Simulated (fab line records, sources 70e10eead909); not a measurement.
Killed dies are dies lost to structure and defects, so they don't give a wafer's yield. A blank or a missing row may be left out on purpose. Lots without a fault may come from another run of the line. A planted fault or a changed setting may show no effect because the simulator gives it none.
Which tool did it? | flow nand_harc | 11 lots, 33 wafers sampled, at 2 steps of a route of 1302

WHAT THE GAUGES READ, wafer by wafer
NHARC_A_ONON_D1_INSPECT_32.
lot  | measured     | on                | raw_defect_count
L075 | day 8 14:46  | defect_inspect-01 | 61 67 57
L077 | day 9 14:10  | defect_inspect-01 | 81 67 101
L079 | day 10 17:46 | defect_inspect-02 | 49 46 58
L081 | day 11 09:45 | defect_inspect-02 | 99 62 52
L083 | day 12 00:57 | defect_inspect-02 | 73 66 98
L086 | day 13 11:46 | defect_inspect-01 | 90 109 99
L089 | day 14 16:56 | defect_inspect-02 | 66 88 47
L091 | day 15 11:26 | defect_inspect-01 | 65 100 69
L092 | day 16 04:21 | defect_inspect-02 | 92 63 45
L093 | day 17 07:14 | defect_inspect-01 | 59 105 82
L097 | day 17 22:37 | defect_inspect-01 | 83 58 72

WHICH TOOL RAN EACH LOT (tool, then ch and the chambers of the sampled wafers, then the start)
lot  | NHARC_A_ZERO_WELL_DESCUM_12
L075 | rie_diel-04 ch 0,1,2, day 7 04:04
L077 | rie_diel-10 ch 0,1,2, day 8 03:24
L079 | rie_diel-04 ch 1,2, day 8 20:39
L081 | rie_diel-04 ch 1,3, day 9 17:04
L083 | rie_diel-13 ch 0,1,3, day 10 08:47
L086 | rie_diel-10 ch 0,1,3, day 11 23:17
L089 | rie_diel-13 ch 1,2,3, day 13 05:26
L091 | rie_diel-04 ch 0,2,3, day 14 00:47
L092 | rie_diel-10 ch 1,2, day 14 17:23
L093 | rie_diel-04 ch 0,2,3, day 15 10:21
L097 | rie_diel-10 ch 0,1, day 16 06:39
- NHARC_A_ZERO_WELL_DESCUM_12: chemistry O2, time 3 s.

THE ANSWER, worked out from the rows above alone
Rule: what is usual is taken from the lots themselves. Put in order of their means at a reading, lots are off if they are a third of the lots or fewer, leave a main group of 4 or more, and stand apart from it by a gap of 3 or more times the standard deviation of the main group's means; of several such gaps the widest counts. A main group whose means are all the same, to the digits that the tables above print for the reading, isn't used. A lot without any number at a reading at which 4 lots or more have one is off too. The other lots that the step has rows for count as sound.
No lot is off at any reading shown: from this, nothing can be told.

WHAT THE SIMULATOR HAD PUT IN
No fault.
